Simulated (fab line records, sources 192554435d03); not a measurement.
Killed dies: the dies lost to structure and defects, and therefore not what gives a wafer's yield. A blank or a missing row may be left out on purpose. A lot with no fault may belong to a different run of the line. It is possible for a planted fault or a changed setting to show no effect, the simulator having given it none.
The tool behind it: which one? + flow n5_finfet + Sampling: 7 lots, 21 wafers, 6 of 1938 route steps

## WHAT THE GAUGES READ, wafer by wafer
N5_BEOL_M4_RC_MEAS_101.
| lot  | measured     | on        | DIBL_N (mV/V)  |
|------|--------------|-----------|----------------|
| L516 | day 9 08:35  | prober-02 | 35.7 35.7 35.1 |
| L520 | day 10 11:20 | prober-02 | 37.7 35.7 34.8 |
| L521 | day 10 20:56 | prober-02 | 37.6 37.1 36.1 |
| L527 | day 12 15:07 | prober-01 | 34.7 33.4 35.4 |
| L528 | day 12 16:40 | prober-02 | 39.0 38.2 37.7 |
| L532 | day 13 20:10 | prober-01 | 34.3 36.4 35.3 |
| L533 | day 14 06:29 | prober-02 | 34.8 33.8 35.4 |

## WHAT TOOL EACH LOT RAN ON (gives the tool, then ch and the chambers of the sampled wafers, and finally the start)
| lot  | N5_FIN_SAQP_PECVD_48           | N5_FIN_SAQP_SPACER1_ETCHBACK_25   | N5_FIN_SAQP_MANDREL1_REMOVE_56  | N5_FIN_SAQP_ETCH_57               | N5_FIN_SAQP_ETCH_67               |
|------|--------------------------------|-----------------------------------|---------------------------------|-----------------------------------|-----------------------------------|
| L516 | pecvd-02 ch 0,1,2, day 3 11:06 | rie_diel-01 ch 0,2,3, day 3 13:50 | rie_si-01 ch 1,2, day 3 13:55   | rie_diel-06 ch 1,2, day 3 14:05   | rie_diel-01 ch 0,1, day 3 15:02   |
| L520 | pecvd-02 ch 1,2, day 4 10:23   | rie_diel-01 ch 1,2, day 4 13:13   | rie_si-01 ch 1,3, day 4 13:18   | rie_diel-06 ch 0,3, day 4 13:28   | rie_diel-01 ch 1,2,3, day 4 14:12 |
| L521 | pecvd-04 ch 0,1, day 4 16:40   | rie_diel-06 ch 0,1,2, day 4 19:06 | rie_si-01 ch 0,2,3, day 4 19:11 | rie_diel-05 ch 0,1,2, day 4 19:23 | rie_diel-01 ch 0,2,3, day 4 20:08 |
| L527 | pecvd-02 ch 1,2, day 6 02:46   | rie_diel-05 ch 2,3, day 6 05:38   | rie_si-05 ch 0,1, day 6 05:46   | rie_diel-05 ch 2,3, day 6 05:55   | rie_diel-06 ch 1,2, day 6 06:41   |
| L528 | pecvd-02 ch 1,2, day 6 09:51   | rie_diel-05 ch 0,1,2, day 6 12:43 | rie_si-01 ch 0,2,3, day 6 12:48 | rie_diel-06 ch 0,2,3, day 6 13:10 | rie_diel-06 ch 0,2,3, day 6 13:54 |
| L532 | pecvd-04 ch 0,1,2, day 7 09:17 | rie_diel-05 ch 1,2,3, day 7 13:51 | rie_si-01 ch 1,3, day 7 13:56   | rie_diel-05 ch 0,1, day 7 14:06   | rie_diel-01 ch 0,1,2, day 7 14:50 |
| L533 | pecvd-04 ch 0,1,2, day 7 16:50 | rie_diel-01 ch 0,1,3, day 7 20:10 | rie_si-05 ch 0,2, day 7 20:16   | rie_diel-05 ch 2,3, day 7 20:25   | rie_diel-06 ch 0,1,3, day 7 21:09 |
- N5_FIN_SAQP_PECVD_48: deposits SiNx from SiH4/NH3/N2, target thk 25 nm, time 22.1 s.
- N5_FIN_SAQP_SPACER1_ETCHBACK_25: etches SiO2 in CHF3/O2, target depth 24.4 nm, time 12.2 s.
- N5_FIN_SAQP_MANDREL1_REMOVE_56: chemistry HBr/Cl2/O2, target a-Si, stops on SiNx, bt time 10 s.
- N5_FIN_SAQP_ETCH_57: etches SiNx in CH3F/O2, target depth 32.5 nm, time 46.4 s.
- N5_FIN_SAQP_ETCH_67: etches SiNx in CH3F/O2, target depth 30 nm.

## THE ANSWER, worked out from the rows above alone
Rule: usual is defined by the lots themselves. Put in order of their means at a reading, lots are off if they are a third of the lots or fewer, leave a main group of 4 or more, and stand apart from it by a gap of 3 or more times the standard deviation of the main group's means; of several such gaps the widest counts. Not used: any main group whose means are identical at the precision the tables above print for the reading. A lot without any number at a reading at which 4 lots or more have one is off too. All remaining lots with rows at the step are treated as sound.
No lot is off on any of the readings shown, so nothing can be concluded from this.

## WHAT WAS PUT IN BY THE SIMULATOR
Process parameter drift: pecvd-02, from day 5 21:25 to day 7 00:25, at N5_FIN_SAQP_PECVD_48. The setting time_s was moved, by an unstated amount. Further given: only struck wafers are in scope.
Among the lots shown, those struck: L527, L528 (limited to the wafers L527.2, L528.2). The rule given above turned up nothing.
